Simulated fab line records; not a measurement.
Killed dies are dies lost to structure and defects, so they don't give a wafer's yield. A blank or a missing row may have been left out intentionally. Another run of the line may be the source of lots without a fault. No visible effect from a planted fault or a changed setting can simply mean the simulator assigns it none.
Chamber matching || flow n5_finfet || N5_MOL_CONTACT_COAG_ETCH_66 on rie_diel-04: 4 sister chambers
The step etches SiARC in CF4, target depth 13 nm, time 21.7 s. 18 wafers are shown with their chamber, then 9 later ones without.

## EACH WAFER AND ITS CHAMBER
{"wafer": "L075.2", "chamber": 0, "showerhead_plenum_p_Torr (Torr)": 2.20, "oes_product_au (a.u.)": 0.59, "throttle_valve_pct (%)": 15.79}
{"wafer": "L075.3", "chamber": 2, "showerhead_plenum_p_Torr (Torr)": 2.14, "oes_product_au (a.u.)": 0.62, "throttle_valve_pct (%)": 15.87}
{"wafer": "L075.6", "chamber": 0, "showerhead_plenum_p_Torr (Torr)": 2.20, "oes_product_au (a.u.)": 0.58, "throttle_valve_pct (%)": 15.76}
{"wafer": "L080.1", "chamber": 3, "showerhead_plenum_p_Torr (Torr)": 2.20, "oes_product_au (a.u.)": 0.83, "throttle_valve_pct (%)": 15.44}
{"wafer": "L080.3", "chamber": 2, "showerhead_plenum_p_Torr (Torr)": 2.14, "oes_product_au (a.u.)": 0.61, "throttle_valve_pct (%)": 15.88}
{"wafer": "L080.5", "chamber": 0, "showerhead_plenum_p_Torr (Torr)": 2.20, "oes_product_au (a.u.)": 0.58, "throttle_valve_pct (%)": 15.79}
{"wafer": "L081.1", "chamber": 1, "showerhead_plenum_p_Torr (Torr)": 2.11, "oes_product_au (a.u.)": 0.59, "throttle_valve_pct (%)": 15.83}
{"wafer": "L081.2", "chamber": 3, "showerhead_plenum_p_Torr (Torr)": 2.20, "oes_product_au (a.u.)": 0.84, "throttle_valve_pct (%)": 15.42}
{"wafer": "L081.3", "chamber": 2, "showerhead_plenum_p_Torr (Torr)": 2.14, "oes_product_au (a.u.)": 0.62, "throttle_valve_pct (%)": 15.90}
{"wafer": "L081.4", "chamber": 0, "showerhead_plenum_p_Torr (Torr)": 2.19, "oes_product_au (a.u.)": 0.58, "throttle_valve_pct (%)": 15.79}
{"wafer": "L081.5", "chamber": 2, "showerhead_plenum_p_Torr (Torr)": 2.14, "oes_product_au (a.u.)": 0.61, "throttle_valve_pct (%)": 15.91}
{"wafer": "L081.6", "chamber": 1, "showerhead_plenum_p_Torr (Torr)": 2.11, "oes_product_au (a.u.)": 0.58, "throttle_valve_pct (%)": 15.82}
{"wafer": "L084.2", "chamber": 0, "showerhead_plenum_p_Torr (Torr)": 2.19, "oes_product_au (a.u.)": 0.57, "throttle_valve_pct (%)": 15.81}
{"wafer": "L084.4", "chamber": 3, "showerhead_plenum_p_Torr (Torr)": 2.20, "oes_product_au (a.u.)": 0.81, "throttle_valve_pct (%)": 15.45}
{"wafer": "L084.5", "chamber": 1, "showerhead_plenum_p_Torr (Torr)": 2.10, "oes_product_au (a.u.)": 0.58, "throttle_valve_pct (%)": 15.84}
{"wafer": "L086.1", "chamber": 2, "showerhead_plenum_p_Torr (Torr)": 2.14, "oes_product_au (a.u.)": 0.61, "throttle_valve_pct (%)": 15.91}
{"wafer": "L086.2", "chamber": 1, "showerhead_plenum_p_Torr (Torr)": 2.10, "oes_product_au (a.u.)": 0.57, "throttle_valve_pct (%)": 15.87}
{"wafer": "L086.3", "chamber": 3, "showerhead_plenum_p_Torr (Torr)": 2.20, "oes_product_au (a.u.)": 0.79, "throttle_valve_pct (%)": 15.48}

SIGNATURES, as means of the wafers listed above
{"reading": "showerhead_plenum_p_Torr", "chamber 0": 2.1960, "chamber 1": 2.1050, "chamber 2": 2.1400, "chamber 3": 2.2000, "scatter within a chamber": 0.00396}
{"reading": "oes_product_au", "chamber 0": 0.5800, "chamber 1": 0.5800, "chamber 2": 0.6140, "chamber 3": 0.8175, "scatter within a chamber": 0.0119}
{"reading": "throttle_valve_pct", "chamber 0": 15.7880, "chamber 1": 15.8400, "chamber 2": 15.8940, "chamber 3": 15.4475, "scatter within a chamber": 0.0205}
Rule: a wafer's distance from a chamber is the root of the sum, over the readings, of the square of ((its reading less the chamber's mean) divided by the reading's scatter). The wafer belongs to the nearest chamber; if the next one is less than 2 further off, it can't be placed. How the scatter is found: for the shown wafers, subtract from each reading the mean of its chamber, square and add these, divide the total by (wafers less chambers), then take the root.

## WAFERS WITH NO CHAMBER GIVEN
{"wafer": "L086.4", "showerhead_plenum_p_Torr (Torr)": 2.20, "oes_product_au (a.u.)": 0.80, "throttle_valve_pct (%)": 15.46}
{"wafer": "L086.5", "showerhead_plenum_p_Torr (Torr)": 2.14, "oes_product_au (a.u.)": 0.61, "throttle_valve_pct (%)": 15.90}
{"wafer": "L086.6", "showerhead_plenum_p_Torr (Torr)": 2.10, "oes_product_au (a.u.)": 0.57, "throttle_valve_pct (%)": 15.86}
{"wafer": "L091.1", "showerhead_plenum_p_Torr (Torr)": 2.13, "oes_product_au (a.u.)": 0.59, "throttle_valve_pct (%)": 15.94}
{"wafer": "L091.3", "showerhead_plenum_p_Torr (Torr)": 2.19, "oes_product_au (a.u.)": 0.76, "throttle_valve_pct (%)": 15.49}
{"wafer": "L091.6", "showerhead_plenum_p_Torr (Torr)": 2.19, "oes_product_au (a.u.)": 0.76, "throttle_valve_pct (%)": 15.48}
{"wafer": "L095.4", "showerhead_plenum_p_Torr (Torr)": 2.10, "oes_product_au (a.u.)": 0.80, "throttle_valve_pct (%)": 15.34}
{"wafer": "L095.5", "showerhead_plenum_p_Torr (Torr)": 2.19, "oes_product_au (a.u.)": 0.75, "throttle_valve_pct (%)": 15.48}
{"wafer": "L095.6", "showerhead_plenum_p_Torr (Torr)": 2.19, "oes_product_au (a.u.)": 0.77, "throttle_valve_pct (%)": 15.35}

## EACH ONE'S CHAMBER
{"wafer": "L086.4", "from the rows above": 3, "in truth": 3}
{"wafer": "L086.5", "from the rows above": 2, "in truth": 2}
{"wafer": "L086.6", "from the rows above": 1, "in truth": 1}
{"wafer": "L091.1", "from the rows above": 2, "in truth": 2}
{"wafer": "L091.3", "from the rows above": 3, "in truth": 3}
{"wafer": "L091.6", "from the rows above": 3, "in truth": 3}
{"wafer": "L095.4", "from the rows above": 3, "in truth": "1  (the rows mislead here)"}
{"wafer": "L095.5", "from the rows above": 3, "in truth": 3}
{"wafer": "L095.6", "from the rows above": 3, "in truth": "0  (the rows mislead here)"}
Correctly placed: 7 of 9. Can't be placed from these rows: 0. Number placed wrongly: 2.
